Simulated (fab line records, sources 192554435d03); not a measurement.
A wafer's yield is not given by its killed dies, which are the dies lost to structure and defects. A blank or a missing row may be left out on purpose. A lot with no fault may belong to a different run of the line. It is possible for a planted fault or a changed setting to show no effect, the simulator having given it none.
Lot-split experiment    flow n5 finfet    21 wafers read from 7 lots, route of 1938 steps

SPLIT DETAILS
At N5_DUMMY_GATE_ETCH_31 (etches SiO2 in C4F6/O2, target depth 82.5 nm, time 27.5 s), the setting target depth a was moved away from the recipe's 825 angstrom on 5 of the 21 wafers read, by -11.3% to -4.5%. This setting was run at the recipe's value on the other wafers.

The split's own step is where the reading is taken.

THE READING
etch.depth nm (the simulator's own value, which no gauge read), in nm, at N5_DUMMY_GATE_ETCH_31 (etches SiO2 in C4F6/O2, target depth 82.5 nm, time 27.5 s). The file gives no usual value for it. Here, 16 wafers ran the recipe; their average is 82.13 nm with a standard deviation of 1.4 nm.

wafer   tool, chamber at the split  target depth a as run, angstrom  against the recipe  etch.depth nm, nm  against lot-mates on the recipe
L077.2  rie diel-02, 2              825                              recipe              82.03              -
L077.3  rie diel-02, 0              732.7                            -11.2%              75.22              -6.91
L077.5  rie diel-02, 1              825                              recipe              82.24              -
L079.2  rie diel-02, 0              731.7                            -11.3%              73.21              -9.56
L079.4  rie diel-02, 0              825                              recipe              83.16              -
L079.6  rie diel-02, 3              825                              recipe              82.38              -
L081.4  rie diel-05, 0              787.9                            -4.5%               79.55              -5.05
L081.5  rie diel-05, 1              825                              recipe              84.6               -
L081.6  rie diel-05, 2              787.9                            -4.5%               81.46              -3.14
L083.2  rie diel-06, 2              825                              recipe              82.02              -
L083.3  rie diel-06, 1              825                              recipe              83.93              -
L083.5  rie diel-06, 2              825                              recipe              82.3               -
L084.1  rie diel-06, 0              825                              recipe              80.99              -
L084.4  rie diel-06, 2              825                              recipe              82.05              -
L084.6  rie diel-06, 1              825                              recipe              83.85              -
L090.3  rie diel-02, 1              825                              recipe              81.96              -
L090.4  rie diel-02, 3              760                              -7.9%               75.83              -6.39
L090.5  rie diel-02, 2              825                              recipe              82.49              -
L092.1  rie diel-06, 0              825                              recipe              81                 -
L092.2  rie diel-06, 3              825                              recipe              78.88              -
L092.4  rie diel-06, 2              825                              recipe              80.18              -

THE FIT
A straight line over all 21 wafers: etch.depth nm changes by +0.691 nm for each +1% of target depth a; r = +0.88; the points scatter about the line by 1.4 nm.
The same after taking each lot's own level away (the mean of its wafers on the recipe; 21 wafers): +0.761 nm for each +1%; r = +0.96; scatter 0.9 nm.
That fit puts the effect of the largest move of target depth a on the reading at 8.6 nm.
Measured against the standard deviation above, the lots' own levels, which go from 80.020 to 84.600 nm, span 3.3 times it.
The two slopes agree, so the slope changes little with the lot-to-lot level.
Check: -8.15 nm against its lot-mates is what the line predicts for one of the wafers moved furthest among these (-11.3%) when that wafer is left out of the fit. Against them it came out at -9.56 nm.

FURTHER SPLITS ON THESE WAFERS
These wafers also went through other splits before the reading. Each is held against what the fit with the lots' levels taken away leaves over:
other split on the same wafers             wafers away from the commonest value  r with etch.depth nm (lot level and that fit taken away)
N5_ZERO_LAYER_DEVELOP_10 develop time s    6                                     -0.34
N5_PMOS_HMC_CHANNEL_EPI_EXPOSE_06 dose mj  5                                     +0.21
N5_PMOS_HMC_CHANNEL_EPI_DESCUM_14 time s   8                                     +0.12
N5_FIN_CUT_CUT_ETCH_15 time s              8                                     +0.22
N5_DUMMY_GATE_ETCH_37 source w             6                                     -0.44

FILE'S OWN FIT
etch.depth nm changes by +0.758 nm for each +1% of target depth a, r = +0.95.
